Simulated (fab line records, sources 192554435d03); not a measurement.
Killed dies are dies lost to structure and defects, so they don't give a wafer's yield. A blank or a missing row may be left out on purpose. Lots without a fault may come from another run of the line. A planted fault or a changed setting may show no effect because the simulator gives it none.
Chamber matching | flow n5_finfet | N5_BEOL_M10_STRIP_67 on rie_diel-01: 4 sister chambers
The step strips in CF4. 4 wafers are shown with their chamber, then 7 later ones without.

WAFERS WITH THEIR CHAMBER
wafer  | chamber | showerhead_plenum_p_Torr (Torr)
L084.4 | 0       | 1.83
L088.3 | 2       | 1.70
L091.2 | 1       | 1.90
L091.4 | 3       | 1.73

WAFERS WITHOUT THEIR CHAMBER
wafer  | showerhead_plenum_p_Torr (Torr)
L091.5 | 1.73
L093.1 | 1.82
L093.2 | 1.73
L093.4 | 1.89
L097.2 | 1.89
L097.4 | 1.73
L097.6 | 1.89

WHICH CHAMBER EACH WENT THROUGH
wafer  | from the rows above | in truth
L091.5 | 3                   | 3
L093.1 | 0                   | 0
L093.2 | 3                   | 3
L093.4 | 1                   | 1
L097.2 | 1                   | 1
L097.4 | 3                   | 3
L097.6 | 1                   | 1
Placed correctly: 7 of 7. Can't be placed from these rows: 0. Placed wrongly: 0.
How it was worked out, from the rows above alone: a wafer's distance from a chamber is the root of the sum, over the readings, of the square of ((its reading less the chamber's mean) divided by the reading's scatter). The wafer belongs to the nearest chamber; if the next one is less than 2 further off, it can't be placed. A chamber's mean is the mean of its shown wafers. The scatter: with one shown wafer a chamber, the root of the mean of the squares of how far each hidden wafer lies from its nearest shown one.
